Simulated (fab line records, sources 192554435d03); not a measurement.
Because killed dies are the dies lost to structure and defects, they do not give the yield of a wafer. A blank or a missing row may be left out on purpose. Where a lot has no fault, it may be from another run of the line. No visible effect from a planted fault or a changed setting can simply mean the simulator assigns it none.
Chamber matching | flow n5Finfet | 4 sister chambers for N5_BEOL_M0_CUTY_ETCH_63 on rieDiel-05
The step etches SOC in N2/H2, target depth 82.7 nm, overetch 16.5 nm, time 124 s. 16 wafers are shown with their chamber, then 8 later ones without.

## EACH WAFER AND ITS CHAMBER
wafer  | chamber | drypumpMotorCurrentA (A) | showerheadPlenumPTorr (Torr) | throttleValvePct (%)
L076.1 | 1       | 5.5                      | 2.52                         | 18.1
L076.2 | 3       | 5.6                      | 2.54                         | 17.9
L076.3 | 2       | 6.2                      | 2.64                         | 18.1
L078.2 | 1       | 5.5                      | 2.52                         | 18.2
L078.3 | 2       | 6.2                      | 2.64                         | 18.1
L078.5 | 2       | 6.2                      | 2.64                         | 18.1
L083.1 | 1       | 5.5                      | 2.51                         | 18.2
L083.3 | 3       | 5.6                      | 2.53                         | 18.0
L083.6 | 2       | 6.1                      | 2.63                         | 18.1
L090.3 | 3       | 5.6                      | 2.52                         | 18.0
L090.4 | 1       | 5.5                      | 2.51                         | 18.2
L090.6 | 3       | 5.6                      | 2.52                         | 18.0
L091.1 | 3       | 5.6                      | 2.52                         | 18.0
L091.3 | 1       | 5.5                      | 2.51                         | 18.2
L091.5 | 0       | 5.5                      | 2.67                         | 17.4
L094.1 | 0       | 5.5                      | 2.67                         | 17.4

SIGNATURES (means of the wafers above)
reading               | chamber 0 | chamber 1 | chamber 2 | chamber 3 | scatter within a chamber
drypumpMotorCurrentA  | 5.500     | 5.500     | 6.175     | 5.600     | 0.025
showerheadPlenumPTorr | 2.6700    | 2.5140    | 2.6375    | 2.5260    | 0.00655
throttleValvePct      | 17.400    | 18.180    | 18.100    | 17.980    | 0.0365
Rule: a wafer lies at a distance from a chamber equal to the root of the sum of squares, over the readings, of (its reading less the chamber's mean, divided by the reading's scatter). The wafer belongs to the nearest chamber; if the next one is less than 2 further off, it can't be placed. The scatter is the square root of a quotient: the sum, over the shown wafers, of each reading's squared deviation from its chamber's mean, divided by wafers minus chambers.

## WAFERS WHOSE CHAMBER IS MISSING
wafer  | drypumpMotorCurrentA (A) | showerheadPlenumPTorr (Torr) | throttleValvePct (%)
L094.5 | 6.2                      | 2.62                         | 18.2
L094.6 | 5.5                      | 2.51                         | 18.2
L096.1 | 5.6                      | 2.67                         | 17.4
L096.2 | 5.6                      | 2.52                         | 18.0
L096.5 | 5.5                      | 2.50                         | 18.2
L097.2 | 5.6                      | 2.66                         | 17.4
L097.3 | 6.2                      | 2.62                         | 18.2
L097.6 | 5.6                      | 2.52                         | 18.0

## WHICH CHAMBER EACH ONE RAN IN
wafer  | from the rows above | in truth
L094.5 | 2                   | 2
L094.6 | 1                   | 1
L096.1 | 0                   | 0
L096.2 | 3                   | 3
L096.5 | 1                   | 1
L097.2 | 0                   | 0
L097.3 | 2                   | 2
L097.6 | 3                   | 3
Correctly placed: 8 of 8. Number that these rows cannot place: 0. Wrongly placed: 0.
